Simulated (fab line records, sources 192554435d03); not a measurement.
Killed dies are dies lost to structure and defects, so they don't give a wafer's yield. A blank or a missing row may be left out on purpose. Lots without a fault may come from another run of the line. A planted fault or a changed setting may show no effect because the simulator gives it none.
Split-lot experiment | flow n5_finfet | 7 lots, 21 wafers read, on a route of 1938 steps

THE SPLIT
At N5_BEOL_M3_ETCH_70 (etches SOC in N2/H2, target depth 80 nm, overetch 16 nm, time 120 s), the setting time_s was moved away from the recipe's 120 s on 6 of the 21 wafers read, by -19.8% to +15.3%. The other wafers ran this setting at the recipe's value.

The reading is taken at the split's own step.

THE READING
SiARC_of_BEOL_M3_COAT_68.thk_nm (the simulator's own value, which no gauge read), in nm, at N5_BEOL_M3_ETCH_70 (etches SOC in N2/H2, target depth 80 nm, overetch 16 nm, time 120 s). The file gives no usual value for it. The 15 wafers here that ran the recipe average 6.3 nm, standard deviation 0.11 nm.

wafer  | tool, chamber at the split | time_s as run, s | against the recipe | SiARC_of_BEOL_M3_COAT_68.thk_nm, nm | against lot-mates on the recipe
L078.2 | rie_diel-03, 2,3           | 120              | recipe             | 6.4                                 | -
L078.3 | rie_diel-03, 2,3           | 120              | recipe             | 6.4                                 | -
L078.4 | rie_diel-03, 3             | 120              | recipe             | 6.2                                 | -
L082.1 | rie_diel-06, 1             | 120              | recipe             | 6.2                                 | -
L082.4 | rie_diel-06, 3,2           | 120              | recipe             | 6.4                                 | -
L082.5 | rie_diel-06, 3,2           | 120              | recipe             | 6.4                                 | -
L085.3 | rie_diel-01, 2,1           | 131.8            | +9.8%              | 5.8                                 | -0.6
L085.6 | rie_diel-01, 2,1           | 131.8            | +9.8%              | 5.8                                 | -0.6
L085.5 | rie_diel-01, 2             | 120              | recipe             | 6.4                                 | -
L086.1 | rie_diel-03, 3             | 120              | recipe             | 6.4                                 | -
L086.3 | rie_diel-03, 2,0           | 138.4            | +15.3%             | 5.6                                 | -0.8
L086.4 | rie_diel-03, 2,0           | 138.4            | +15.3%             | 5.6                                 | -0.8
L094.2 | rie_diel-03, 2             | 120              | recipe             | 6.4                                 | -
L094.4 | rie_diel-03, 2             | 120              | recipe             | 6.4                                 | -
L094.5 | rie_diel-03, 0             | 120              | recipe             | 6.6                                 | -
L095.1 | rie_diel-03, 2             | 120              | recipe             | 6.4                                 | -
L095.3 | rie_diel-03, 3             | 96.28            | -19.8%             | 7.4                                 | +1.1
L095.6 | rie_diel-03, 3             | 120              | recipe             | 6.2                                 | -
L096.3 | rie_diel-06, 0,2           | 120              | recipe             | 6.2                                 | -
L096.6 | rie_diel-06, 0,2           | 120              | recipe             | 6.2                                 | -
L096.5 | rie_diel-06, 3             | 130.9            | +9.1%              | 5.8                                 | -0.4
Where a row lists several chambers, the file gives one row for several wafers and doesn't say which wafer went through which chamber.

THE FIT
A straight line over all 21 wafers: SiARC_of_BEOL_M3_COAT_68.thk_nm changes by -0.0523 nm for each +1% of time_s; r = -0.97; the points scatter about the line by 0.11 nm.
The same after taking each lot's own level away (the mean of its wafers on the recipe; 21 wafers): -0.0544 nm for each +1%; r = -0.98; scatter 0.08 nm.
On that fit, the largest move of time_s shifts the reading by 1.1 nm.
The lots' own levels span 6.20 to 6.47 nm, that is 2.3 times the standard deviation above.
So the lot-to-lot level changes the slope little: the two slopes agree.
Check: with one of the wafers moved furthest among these (-19.8%) left out of the fit, the line predicts +1.06 nm for it against its lot-mates. It came out at +1.1 nm against them.

OTHER SPLITS ON THESE WAFERS
These wafers also went through other splits before the reading. Each is held against what the fit with the lots' levels taken away leaves over:
other split on the same wafers   | wafers away from the commonest value | r with SiARC_of_BEOL_M3_COAT_68.thk_nm (lot level and that fit taken away)
N5_BEOL_M1_ETCH_64 bias_w        | 3                                    | +0.02
N5_BEOL_M2_COAT_76 spin_rpm      | 4                                    | -0.27
N5_BEOL_M2_ETCH_69 bias_w        | 6                                    | +0.19
N5_BEOL_M2_TRENCH_ETCH_37 time_s | 9                                    | -0.25
N5_BEOL_M2_ALD_84 ald_cycles     | 8                                    | +0.10

THE FILE'S OWN FIT
SiARC_of_BEOL_M3_COAT_68.thk_nm changes by -0.0541 nm for each +1% of time_s, r = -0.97.
